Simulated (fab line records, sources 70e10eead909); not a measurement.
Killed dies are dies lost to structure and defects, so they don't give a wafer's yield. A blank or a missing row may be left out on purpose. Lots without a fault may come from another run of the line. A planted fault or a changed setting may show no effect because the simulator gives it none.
Chamber matching | flow nand_harc | NHARC_A_BONDPAD_CMP_29 on cmp-03: 4 sister chambers
The step polishes SiCN, target thk 200 nm. 8 wafers are shown with their chamber, then 7 later ones without.

WAFERS WITH THEIR CHAMBER
wafer  | chamber | motor_current_A (A)
L075.5 | 3       | 12.2
L076.4 | 3       | 12.1
L076.6 | 0       | 11.3
L081.2 | 2       | 10.7
L081.5 | 2       | 10.6
L081.6 | 1       | 11.1
L086.1 | 0       | 10.5
L086.2 | 1       | 10.8

WAFERS WITHOUT THEIR CHAMBER
wafer  | motor_current_A (A)
L086.3 | 12.5
L091.1 | 12.3
L091.3 | 10.8
L091.5 | 10.5
L089.1 | 10.4
L089.3 | 13.0
L089.6 | 11.2

WHICH CHAMBER EACH WENT THROUGH
wafer  | from the rows above          | in truth
L086.3 | 3                            | 3
L091.1 | 3                            | 3
L091.3 | can't be placed: 0 or 1 or 2 | 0
L091.5 | can't be placed: 2 or 0 or 1 | 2
L089.1 | can't be placed: 2 or 0 or 1 | 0
L089.3 | 3                            | 3
L089.6 | can't be placed: 1 or 0 or 2 | 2
Placed correctly: 3 of 7. Can't be placed from these rows: 4 (the true chamber is among the candidates in 4). Placed wrongly: 0.
How it was worked out, from the rows above alone: a wafer's distance from a chamber is the root of the sum, over the readings, of the square of ((its reading less the chamber's mean) divided by the reading's scatter). The wafer belongs to the nearest chamber; if the next one is less than 2 further off, it can't be placed. A chamber's mean is the mean of its shown wafers. The scatter: the root of (the sum of the squares of (reading less its chamber's mean) over the shown wafers, divided by (wafers less chambers)).
